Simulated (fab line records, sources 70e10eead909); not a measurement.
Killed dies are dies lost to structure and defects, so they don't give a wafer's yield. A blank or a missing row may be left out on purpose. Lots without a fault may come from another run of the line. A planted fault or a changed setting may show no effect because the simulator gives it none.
fab line records | flow nand_harc
record lots=13 wafers=39 last_day=33
route steps=1302 shown P_CONTACT@218 END@1302
lots that met no fault: from a run of the same line without faults
start_h: hours from the record's first day to the start of the lot's first wafer shown | wait_h: hours since the lot's step before | " the same as in the row above | L1.1+2: a row that stands for several wafers | - no value, or no start given | * or withheld: withheld | < > ~ a bound
route shown NAME@n: a module of which the file shows steps, and the number in the route of the first | usual: mean/standard deviation of fault-free wafers | same: alike in all rows | chamber/n: place in a boat | sites: the reading at each site | _std_site: their standard deviation | _edge_site: outer sites' mean less inner sites' | radius_mm: how far each site lies from the wafer's centre | mask NAME#n: copy n | behind: the tool/chamber that last shaped the wafer | hold: why the lot was held/for how many hours/how that ended | device: the transistor (n, p or np) that didn't switch | end of line: the same wafers' tests at the end of the route | a step without rows: its recipe alone | killed: dies lost to structure and defects at the first sort, not the wafer's yield | map: a wafer's dies, x killed, . not, _ none there
set.NAME: the setting as run; set.NAME@STEP: as run at that earlier step | model.NAME: the simulator's own value behind a step, which no gauge read
steps of the route over a sample of lots; a table a step, a row a wafer
services: from which hour (start_h, from the record's first day; less than 0 if before it) a tool's chamber was out of use, for how many hours, and why
## steps
# step NHARC_P_CONTACT_DEP_00
# recipe target_thk_a=5000 temp_c=400 pressure_torr=6.5 rf_w=900 teos_flow_sccm=161.4 flow_sccm=2650 target_thk_nm=500 gas=O2 material=SiO2
# usual heater_power_outer_w=342/67 heater_power_w=616/98 mfc_precursor_sccm=161.4/0.48 throttle_valve_pct=15.9/0.33
# columns lot.wafer tool chamber start_h wait_h heater_power_outer_w heater_power_w mfc_precursor_sccm throttle_valve_pct
L785.4 pecvd-01 2 - - 336 651 161.5 17.1
L785.6 " 0 " " 373 663 161.1 16.0
L785.5 " 1 " " 319 602 161.4 16.7
L787.3 pecvd-01 2 146.19 0.3 208 488 161.1 16.0
L787.6 " 2 " " 240 525 161.7 16.2
L787.5 " 1 " " 401 670 161.4 15.9
L788.1 pecvd-01 0 - - 400 720 161.5 15.5
L788.5 " 1 " " 353 625 160.9 15.8
L788.4 " 2 " " 252 550 162.5 16.3
L796.2 pecvd-01 1 233.73 0.3 410 675 162.4 16.0
L796.6 " 2 " " 305 618 160.9 16.2
L796.5 " 1 " " 318 591 162.5 15.8
L798.2 pecvd-02 0 - - 324 557 161.6 15.9
L798.5 " 2 " " 334 520 161.2 15.7
L798.6 " 0 " " 350 602 161.4 15.6
L799.1 pecvd-03 1 - - 472 770 162.0 15.9
L799.2 " 2 " " 312 535 162.4 15.3
L799.4 " 0 " " 253 500 161.3 15.7
L801.2 pecvd-01 0 285.27 0.3 381 710 161.9 15.7
L801.4 " 0 " " 419 749 161.8 15.6
L801.3 " 1 " " 379 636 161.5 15.6
L802.3 pecvd-01 1 - - 375 630 161.3 16.1
L802.1 " 2 " " 330 632 160.9 16.3
L802.6 " 0 " " 430 804 161.9 15.9
L803.4 pecvd-01 0 - - 457 813 161.8 15.6
L803.5 " 1 " " 360 611 161.8 15.8
L803.6 " 2 " " 212 482 161.0 16.6
L804.1 pecvd-02 2 - - 280 439 161.3 16.2
L804.2 " 1 " " 302 545 161.9 15.5
L804.4 " 0 " " 368 624 161.4 15.9
L805.1 pecvd-03 0 - - 263 541 160.8 15.8
L805.3 " 1 " " 476 769 162.2 16.0
L805.4 " 1 " " 506 790 161.7 16.0
L806.1 pecvd-02 1 - - 265 486 162.2 15.3
L806.3 " 0 " " 344 591 160.9 16.0
L806.5 " 1 " " 297 519 161.0 15.4
L807.3 pecvd-03 1 - - 475 782 161.7 16.3
L807.5 " 1 " " 500 786 161.4 15.8
L807.4 " 0 " " 262 514 162.0 15.8
# step NHARC_P_CONTACT_ETCH_18
# recipe target_depth_a=4810 time_s=240.5 c4f8_flow_sccm=20 o2_flow_sccm=10 ar_flow_sccm=withheld rf_w=600 bias_w=1500 chemistry=C4F8/O2/Ar
# usual oes_product_au=0.950/0.022 rf_vpp_V=981/6.1
# columns lot.wafer tool chamber start_h wait_h oes_product_au rf_hours_counter_h rf_vpp_V
L785.4 rie_diel-10 3 - - 0.972 1.7 988
L785.5 " 0 " " 0.948 - 985
L785.6 " 1 " " 0.961 - 986
L787.3 rie_diel-05 0 - - 0.955 1.8 986
L787.6 " 3 " " 0.948 - 978
L787.5 " 0 " " 0.958 - 988
L788.1 rie_diel-01 3 - - 0.920 6.2 968
L788.4 " 1 " " 0.905 6.2 978
L788.5 " 3 " " 0.922 - 970
L796.2 rie_diel-01 0 - - 0.972 0.8 986
L796.5 " 3 " " 0.956 - 969
L796.6 " 0 " " 0.976 - 988
L798.2 rie_diel-01 3 - - 0.926 1.3 969
L798.6 " 3 " " 0.920 - 970
L798.5 " 0 " " 0.927 - 987
L799.2 rie_diel-05 3 - - 0.931 1.1 979
L799.4 " 0 " " 0.957 1.1 986
L799.1 " 1 " " 0.962 1.0 985
L801.2 rie_diel-01 0 - - 0.940 4.0 988
L801.4 " 1 " " 0.934 4.0 978
L801.3 " 2 " " 0.931 3.5 978
L802.1 rie_diel-10 2 - - 0.984 0.8 979
L802.3 " 0 " " 0.954 1.0 984
L802.6 " 2 " " 0.990 - 982
L803.4 rie_diel-10 3 - - 0.931 1.3 988
L803.5 " 0 " " 0.931 - 985
L803.6 " 1 " " 0.913 - 986
L804.2 rie_diel-05 2 - - 0.968 2.2 972
L804.4 " 3 " " 0.967 2.2 978
L804.1 " 0 " " 0.984 2.1 987
L805.3 rie_diel-10 3 - - 0.958 2.0 988
L805.4 " 0 " " 0.963 2.1 984
L805.1 " 1 " " 0.976 2.1 987
L806.3 rie_diel-01 0 - - 0.965 7.1 987
L806.1 " 2 " " 0.968 7.0 978
L806.5 " 0 " " 0.965 - 987
L807.3 rie_diel-10 2 - - 0.929 2.8 980
L807.4 " 3 " " 0.933 - 988
L807.5 " 0 " " 0.927 - 986
# step NHARC_P_CONTACT_PVD_32
# recipe target_thk_a=50 chamber_pressure_pa=5 power_w=5000 substrate_temp_c=200 time_s=17.7 material=Ti
# usual throttle_valve_pct=30.1/0.71
# columns lot.wafer tool chamber start_h wait_h throttle_valve_pct
L785.4 pvd_sputter-01 - - - 29.8
L785.6 " - " " 29.2
L785.5 " - " " 29.0
L787.3 pvd_sputter-01 - - - 29.3
L787.6 " - " " 29.1
L787.5 " - " " 29.8
L788.4 pvd_sputter-01 - - - 29.2
L788.1 " - " " 29.1
L788.5 " - " " 29.4
L796.2 pvd_sputter-03 - - - 30.5
L796.5 " - " " 30.6
L796.6 " - " " 31.2
L798.2 pvd_sputter-02 - - - 30.3
L798.6 " - " " 29.9
L798.5 " - " " 30.2
L799.2 pvd_sputter-02 - - - 29.9
L799.1 " - " " 30.2
L799.4 " - " " 30.5
L801.4 pvd_sputter-01 - - - 30.0
L801.2 " - " " 30.7
L801.3 " - " " 30.6
L802.1 pvd_sputter-03 - - - 30.9
L802.3 " - " " 31.4
L802.6 " - " " 31.3
L803.4 pvd_sputter-03 - - - 29.9
L803.5 " - " " 30.8
L803.6 " - " " 31.4
L804.1 pvd_sputter-03 - - - 28.9
L804.2 " - " " 30.9
L804.4 " - " " 30.9
L805.3 pvd_sputter-01 - - - 30.6
L805.1 " - " " 30.6
L805.4 " - " " 30.2
L806.3 pvd_sputter-01 - - - 29.4
L806.1 " - " " 30.6
L806.5 " - " " 29.4
L807.3 pvd_sputter-01 - - - 29.3
L807.4 " - " " 30.4
L807.5 " - " " 30.0
# step NHARC_P_CONTACT_CMP_24
# recipe t_overpolish_s=30 target_thk_nm=200
# usual motor_current_A=11.8/1.4 overpolish_run_s=30.000/0.0092 slurry_filter_dp_kPa=13.51/0.13 slurry_flow_ml_min=150.0/0.48 time_to_endpoint_s=39.6/3
# columns lot.wafer tool chamber start_h wait_h motor_current_A overpolish_run_s slurry_filter_dp_kPa slurry_flow_ml_min time_to_endpoint_s
L785.4 cmp-01 1 131.21 0.4 11.1 29.999 13.51 149.6 42.7
L785.5 " 2 " " 10.5 30.001 13.61 150.1 39.7
L785.6 " 3 " " 10.7 29.996 13.54 151.1 40.1
L787.3 cmp-03 3 150.32 0.5 9.9 30.009 13.49 150.6 42.0
L787.5 " 1 " " 10.2 30.006 13.51 149.8 36.3
L787.6 " 2 " " 12.9 30.000 13.53 150.7 43.8
L788.1 cmp-02 3 161.13 0.6 13.3 29.987 13.36 150.2 45.3
L788.4 " 1 " " 14.1 29.994 13.61 150.0 38.5
L788.5 " 3 " " 12.9 29.980 13.49 149.9 43.1
L796.2 cmp-03 3 237.88 0.5 9.2 30.001 13.54 150.4 25.1
L796.5 " 3 " " 9.6 29.997 13.54 150.0 24.8
L796.6 " 0 " " 13.3 30.003 13.49 149.8 23.5
L798.2 cmp-03 2 264.64 0.5 12.6 30.001 13.32 150.2 23.1
L798.5 " 0 " " 13.5 30.015 13.66 150.5 17.6
L798.6 " 1 " " 11.0 29.996 13.71 149.7 16.9
L799.4 cmp-02 2 268.10 0.4 12.8 29.991 13.36 149.7 40.4
L799.2 " 3 " " 13.2 30.003 13.32 150.6 41.9
L799.1 " 0 " " 10.7 30.012 13.51 149.9 39.6
L801.3 cmp-02 1 289.62 0.4 13.7 30.003 13.37 150.7 38.8
L801.4 " 2 " " 12.1 29.997 13.52 149.6 41.4
L801.2 " 3 " " 13.4 29.998 13.54 149.9 42.0
L802.3 cmp-02 3 301.65 0.3 13.2 30.001 13.61 149.6 40.0
L802.1 " 1 " " 13.8 30.003 13.59 150.1 36.5
L802.6 " 3 " " 13.0 30.010 13.38 149.8 42.5
L803.4 cmp-02 0 306.05 0.3 10.8 30.019 13.41 150.1 41.4
L803.6 " 3 " " 13.2 29.988 13.68 151.0 43.0
L803.5 " 0 " " 10.6 29.989 13.68 150.5 38.3
L804.2 cmp-01 1 324.90 0.6 11.4 30.005 13.49 150.4 37.9
L804.1 " 2 " " 10.1 29.991 13.41 149.2 35.8
L804.4 " 0 " " 12.9 29.988 13.61 148.5 42.7
L805.3 cmp-03 1 325.11 0.4 10.8 29.979 13.45 150.1 31.9
L805.1 " 2 " " 13.1 30.007 13.70 150.3 39.1
L805.4 " 0 " " 13.7 30.001 13.62 149.7 36.6
L806.3 cmp-01 2 346.32 0.3 10.0 29.985 13.51 149.7 35.8
L806.1 " 3 " " 11.4 29.996 13.49 149.6 35.0
L806.5 " 3 " " 10.7 30.015 13.36 149.3 35.3
L807.4 cmp-01 2 354.25 0.4 10.4 30.007 13.23 149.3 38.2
L807.3 " 0 " " 13.6 29.985 13.49 150.1 39.6
L807.5 " 3 " " 10.6 29.995 13.65 149.9 34.2
# step NHARC_END_SORT_01
# recipe temp_c=25
# usual killed_at_array=58/20 killed_at_other=1.0/1.2 killed_at_periphery=4.1/3 killed_dies=63/20 killed_open=3.2/1.7 killed_short=2.5/1.5
# same gross_dies=677
# columns lot.wafer tool chamber start_h wait_h killed_at_array killed_at_other killed_at_periphery killed_dies killed_open killed_short
L788.1 prober-01 0 600.06 2.5 28 3 2 33 1 6
L788.4 prober-01 0 602.46 3.4 24 3 5 32 3 4
L788.5 prober-01 0 603.26 3.7 26 3 3 32 3 4
L796.2 prober-02 0 659.69 2.8 35 0 11 46 5 2
L796.5 prober-02 0 662.12 3.7 36 0 8 44 1 4
L796.6 prober-02 0 662.93 4.1 41 1 10 52 7 4
L799.1 prober-02 0 700.69 2.5 64 0 5 69 3 3
L799.2 prober-02 0 701.51 2.8 73 0 6 79 4 2
L799.4 prober-02 0 703.15 3.5 64 0 6 70 3 2
L798.2 prober-01 0 701.50 2.8 50 0 1 51 3 3
L798.5 prober-01 0 703.90 3.7 58 1 3 62 4 4
L798.6 prober-01 0 704.70 4.0 60 2 2 64 3 4
L806.1 prober-02 0 776.25 2.5 61 1 3 65 3 2
L806.3 prober-02 0 777.89 3.1 69 0 6 75 4 0
L806.5 prober-02 0 779.52 3.8 57 1 1 59 4 4
L807.3 prober-02 0 787.70 3.1 46 0 3 49 2 1
L807.4 prober-02 0 788.51 3.4 41 2 2 45 3 0
L807.5 prober-02 0 789.31 3.7 44 2 0 46 2 5
# killed by level:class
L788.1 A_CONTACT:chamber_film_flake=9 A_CHANNEL_HOLE_D2:chamber_film_flake=7 A_CHANNEL_HOLE_D1:chamber_film_flake=3 THIN_TSV:chamber_film_flake=3 P_M0:geometric_particle:open=1 A_CHANNEL_HOLE_D1:geometric_particle:short=1 A_CHANNEL_FILL_D1:geometric_particle:short=1 A_ONON_D2:geometric_particle:short=1
L788.4 A_CHANNEL_HOLE_D2:chamber_film_flake=12 A_CONTACT:chamber_film_flake=3 A_CHANNEL_FILL_D1:geometric_particle:open=2 P_GATE:chamber_film_flake=2 A_CHANNEL_HOLE_D1:chamber_film_flake=2 THIN_TSV:chamber_film_flake=2 P_M0:geometric_particle:short=1 A_DECK1_JOINT:geometric_particle:short=1
L788.5 A_CHANNEL_HOLE_D2:chamber_film_flake=10 A_CHANNEL_HOLE_D1:chamber_film_flake=7 A_CONTACT:chamber_film_flake=3 THIN_TSV:chamber_film_flake=2 P_GATE:geometric_particle:open=1 A_CHANNEL_HOLE_D1:geometric_particle:short=1 A_ONON_D2:geometric_particle:short=1 A_CHANNEL_HOLE_D2:geometric_particle:short=1
L796.2 A_CHANNEL_HOLE_D1:chamber_film_flake=26 A_STAIRCASE:chamber_film_flake=5 P_BONDPAD:chamber_film_flake=4 P_M0:geometric_particle:open=2 P_GATE:chamber_film_flake=2 P_GATE:geometric_particle:open=1 P_CONTACT:geometric_particle:short=1 P_M1:geometric_particle:open=1
L796.5 A_CHANNEL_HOLE_D1:chamber_film_flake=22 P_BONDPAD:chamber_film_flake=6 A_STAIRCASE:chamber_film_flake=6 A_ONON_D1:geometric_particle:short=1 A_DECK1_JOINT:geometric_particle:open=1 A_CHANNEL_HOLE_D2:geometric_particle:short=1 A_CHANNEL_FILL_D2:geometric_particle:short=1 A_SGD_CUT:geometric_particle:short=1
L796.6 A_CHANNEL_HOLE_D1:chamber_film_flake=25 P_BONDPAD:chamber_film_flake=3 A_CONTACT:chamber_film_flake=3 A_ONON_D2:geometric_particle:short=2 A_CHANNEL_HOLE_D2:geometric_particle:open=2 P_CONTACT:chamber_film_flake=2 A_STAIRCASE:chamber_film_flake=2 P_GATE:geometric_particle:short=1
L799.1 A_CHANNEL_HOLE_D1:chamber_film_flake=24 A_CHANNEL_HOLE_D2:chamber_film_flake=21 A_CHANNEL_FILL_D2:chamber_film_flake=4 A_CONTACT:chamber_film_flake=3 A_CHANNEL_FILL_D2:geometric_particle:open=2 A_WL_FILL:geometric_particle:short=2 P_ZERO_WELL:chamber_film_flake=2 P_M2:chamber_film_flake=2
L798.2 A_SLIT:chamber_film_flake=29 A_STAIRCASE:chamber_film_flake=7 A_CHANNEL_HOLE_D1:chamber_film_flake=6 A_CONTACT:chamber_film_flake=3 A_CHANNEL_FILL_D1:geometric_particle:short=2 P_M0:geometric_particle:open=1 A_ONON_D1:geometric_particle:open=1 A_CHANNEL_FILL_D2:geometric_particle:open=1
L799.2 A_CHANNEL_HOLE_D1:chamber_film_flake=34 A_CHANNEL_HOLE_D2:chamber_film_flake=21 P_M2:chamber_film_flake=5 A_CONTACT:chamber_film_flake=4 A_CHANNEL_FILL_D2:geometric_particle:open=3 A_SLIT:chamber_film_flake=3 A_WL_FILL:chamber_film_flake=2 A_CHANNEL_HOLE_D1:geometric_particle:short=1
L799.4 A_CHANNEL_HOLE_D1:chamber_film_flake=26 A_CHANNEL_HOLE_D2:chamber_film_flake=19 A_CONTACT:chamber_film_flake=8 P_M2:chamber_film_flake=4 A_STAIRCASE:chamber_film_flake=2 A_SLIT:chamber_film_flake=2 P_M0:geometric_particle:open=1 A_ONON_D2:geometric_particle:open=1
L798.5 A_SLIT:chamber_film_flake=34 A_CHANNEL_HOLE_D1:chamber_film_flake=10 A_STAIRCASE:chamber_film_flake=7 P_CONTACT:geometric_particle:open=1 P_M1:geometric_particle:open=1 A_ONON_D1:geometric_particle:short=1 A_DECK1_JOINT:geometric_particle:open=1 A_DECK1_JOINT:geometric_particle:short=1
L798.6 A_SLIT:chamber_film_flake=28 A_CHANNEL_HOLE_D1:chamber_film_flake=12 A_STAIRCASE:chamber_film_flake=5 A_CONTACT:chamber_film_flake=5 A_WL_FILL:chamber_film_flake=3 A_M0:geometric_particle:short=2 P_GATE:chamber_film_flake=2 A_CHANNEL_FILL_D2:geometric_particle:open=1
L806.1 A_CHANNEL_HOLE_D2:chamber_film_flake=24 A_CHANNEL_HOLE_D1:chamber_film_flake=15 A_SLIT:chamber_film_flake=6 A_CONTACT:chamber_film_flake=5 A_SGD_CUT:chamber_film_flake=3 P_GATE:chamber_film_flake=2 A_STAIRCASE:chamber_film_flake=2 P_M0:geometric_particle:open=1
L806.3 A_CHANNEL_HOLE_D2:chamber_film_flake=32 A_CHANNEL_HOLE_D1:chamber_film_flake=19 A_SLIT:chamber_film_flake=8 A_CONTACT:chamber_film_flake=6 P_GATE:chamber_film_flake=2 A_SGD_CUT:chamber_film_flake=2 P_STI:geometric_particle:open=1 P_CONTACT:geometric_particle:open=1
L806.5 A_CHANNEL_HOLE_D2:chamber_film_flake=23 A_CHANNEL_HOLE_D1:chamber_film_flake=13 A_SLIT:chamber_film_flake=7 A_CONTACT:chamber_film_flake=6 A_DECK1_JOINT:geometric_particle:short=2 P_CONTACT:geometric_particle:open=1 A_CHANNEL_FILL_D1:geometric_particle:short=1 A_ONON_D2:geometric_particle:open=1
L807.3 A_SLIT:chamber_film_flake=37 A_CONTACT:chamber_film_flake=3 A_DECK1_JOINT:chamber_film_flake=2 A_CHANNEL_HOLE_D2:chamber_film_flake=2 P_M1:geometric_particle:short=1 A_CHANNEL_FILL_D1:geometric_particle:open=1 A_M0:geometric_particle:open=1 P_STI:chamber_film_flake=1
L807.4 A_SLIT:chamber_film_flake=31 A_CONTACT:chamber_film_flake=5 P_M2:chamber_film_flake=2 A_ONON_D1:geometric_particle:open=1 A_CHANNEL_HOLE_D1:geometric_particle:open=1 A_CHANNEL_FILL_D1:geometric_particle:open=1 A_DECK1_JOINT:chamber_film_flake=1 A_STAIRCASE:chamber_film_flake=1
L807.5 A_SLIT:chamber_film_flake=34 A_DECK1_JOINT:geometric_particle:short=2 A_WL_FILL:geometric_particle:short=2 A_CONTACT:chamber_film_flake=2 A_ONON_D1:geometric_particle:short=1 A_ONON_D2:geometric_particle:open=1 STARTING-WAFER:geometric_particle:open=1 A_ZERO_WELL:chamber_film_flake=1
## services
# columns tool chamber start_h hours kind
rie_diel-10 - 116.34 0.7 repair
pecvd-01 - 130.30 13.0 pm
cmp-02 - 134.51 4.0 pm
cmp-02 - 153.67 2.4 repair
rie_diel-01 3 183.18 30.8 repair
rie_diel-10 1 187.72 2.9 repair
rie_diel-01 - 188.68 0.4 repair
rie_diel-10 - 191.08 0.3 repair
rie_diel-01 - 203.97 9.0 pm
pvd_sputter-01 - 226.00 10.0 pm
rie_diel-01 3 226.58 4.4 repair
pecvd-01 - 228.94 0.6 repair
cmp-02 - 232.51 4.0 pm
pecvd-01 0 232.96 16.8 repair
rie_diel-10 - 242.50 9.0 pm
cmp-02 - 268.92 1.8 repair
pvd_sputter-01 - 293.84 4.3 repair
pvd_sputter-01 - 301.41 1.6 repair
rie_diel-10 0 306.95 2.5 repair
pecvd-01 - 311.30 13.0 pm
rie_diel-01 1 329.55 4.6 repair
cmp-02 - 330.51 4.0 pm
rie_diel-01 1 339.34 12.9 repair
rie_diel-10 1 344.21 23.4 repair
## key
first_sign step=NHARC_P_CONTACT_CMP_24 reading=time_to_endpoint_s direction=down sigmas=6 usual=* struck=*
effect none on later readings
met_at NHARC_P_CONTACT_CMP_24
struck_lots L796,L798
tester_left_out L796,L798
not_acting_at NHARC_P_CONTACT_DEP_00,NHARC_P_CONTACT_ETCH_18,NHARC_P_CONTACT_PVD_32
onset_between 150.32 237.88
fault kind=process_parameter_drift tool=cmp-03 chamber=- onset_h=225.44 steps=NHARC_P_CONTACT_CMP_24 channel=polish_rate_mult offset=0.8 shape=step end_h=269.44
# tester_left_out: of these lots the tester's yield and bins aren't shown, on N5 and GAA mostly nor the transistor test; their killed dies are dies lost to structure and defects alone, not to doping, threshold or leakage, so they don't give the yield
